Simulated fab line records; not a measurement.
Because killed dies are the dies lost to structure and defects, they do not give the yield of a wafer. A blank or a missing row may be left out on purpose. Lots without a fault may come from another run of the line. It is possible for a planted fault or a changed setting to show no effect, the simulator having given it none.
Matching of chambers	flow nand-harc	rie-si-05 running NHARC_P_GATE_ETCH_32: 4 sister chambers
The step etches the open film in HBr/Cl2, target depth 150 nm, time 100.1 s. 4 wafers are shown with their chamber, then 8 later ones without.

== EACH WAFER AND ITS CHAMBER ==
wafer	chamber	oes-product-au (a.u.)
L088.3	2	1.021
L087.4	0	0.982
L087.6	3	1.003
L089.1	1	1.008

== WAFERS WHOSE CHAMBER IS MISSING ==
wafer	oes-product-au (a.u.)
L089.4	1.016
L089.6	1.007
L092.3	1.003
L092.4	0.980
L092.6	1.005
L094.1	1.004
L094.2	1.009
L094.5	1.017

== THE CHAMBER EACH PASSED THROUGH ==
wafer	from the rows above	in truth
L089.4	can't be placed: 2 or 1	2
L089.6	can't be placed: 1 or 3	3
L092.3	can't be placed: 3 or 1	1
L092.4	0	0
L092.6	can't be placed: 3 or 1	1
L094.1	can't be placed: 3 or 1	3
L094.2	can't be placed: 1 or 3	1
L094.5	can't be placed: 2 or 1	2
1 of 8 placed correctly. Cannot be placed on the basis of these rows: 7; the candidates contain the true chamber in 7. Number placed wrongly: 0.
How it was worked out, from the rows above alone: a wafer's distance from a chamber is the root of the sum, over the readings, of the square of ((its reading less the chamber's mean) divided by the reading's scatter). The wafer belongs to the nearest chamber; if the next one is less than 2 further off, it can't be placed. The mean given for a chamber averages the wafers shown for that chamber. The scatter: root of mean squared gap, hidden wafer to nearest shown wafer, with one shown wafer a chamber.
